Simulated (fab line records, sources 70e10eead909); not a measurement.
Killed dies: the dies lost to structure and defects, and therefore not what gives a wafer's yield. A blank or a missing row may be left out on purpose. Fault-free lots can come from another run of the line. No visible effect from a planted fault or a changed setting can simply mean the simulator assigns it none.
Matching of chambers / flow nand harc / NHARC_A_CONTACT_ETCH_106 on rie diel-12: 4 sister chambers
The step etches the open film in CF4/O2, target depth 60 nm, overetch 6 nm, time 33 s. 4 wafers are shown with their chamber, then 9 later ones without.

WAFERS PAIRED WITH THEIR CHAMBERS
wafer=L083.6; chamber=1; showerhead plenum p Torr (Torr)=1.28
wafer=L088.2; chamber=3; showerhead plenum p Torr (Torr)=1.24
wafer=L088.4; chamber=2; showerhead plenum p Torr (Torr)=1.24
wafer=L088.5; chamber=0; showerhead plenum p Torr (Torr)=1.43

WAFERS WITH NO CHAMBER GIVEN
wafer=L091.1; showerhead plenum p Torr (Torr)=1.24
wafer=L091.2; showerhead plenum p Torr (Torr)=1.24
wafer=L091.3; showerhead plenum p Torr (Torr)=1.28
wafer=L091.4; showerhead plenum p Torr (Torr)=1.42
wafer=L091.5; showerhead plenum p Torr (Torr)=1.24
wafer=L091.6; showerhead plenum p Torr (Torr)=1.28
wafer=L097.1; showerhead plenum p Torr (Torr)=1.27
wafer=L097.3; showerhead plenum p Torr (Torr)=1.23
wafer=L097.6; showerhead plenum p Torr (Torr)=1.27

WHICH CHAMBER EACH ONE RAN IN
wafer=L091.1; from the rows above=can't be placed: 2 or 3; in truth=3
wafer=L091.2; from the rows above=can't be placed: 2 or 3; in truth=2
wafer=L091.3; from the rows above=1; in truth=1
wafer=L091.4; from the rows above=0; in truth=0
wafer=L091.5; from the rows above=can't be placed: 2 or 3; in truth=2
wafer=L091.6; from the rows above=1; in truth=1
wafer=L097.1; from the rows above=1; in truth=1
wafer=L097.3; from the rows above=can't be placed: 2 or 3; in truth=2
wafer=L097.6; from the rows above=1; in truth=1
5 of 9 placed correctly. Can't be placed from these rows: 4 (the true chamber is among the candidates in 4). Wrongly placed: 0.
How it was worked out, from the rows above alone: a wafer's distance from a chamber is the root of the sum, over the readings, of the square of ((its reading less the chamber's mean) divided by the reading's scatter). The wafer belongs to the nearest chamber; if the next one is less than 2 further off, it can't be placed. Each chamber's mean is taken over the wafers shown for it. The scatter: with one shown wafer a chamber, the root of the mean of the squares of how far each hidden wafer lies from its nearest shown one.
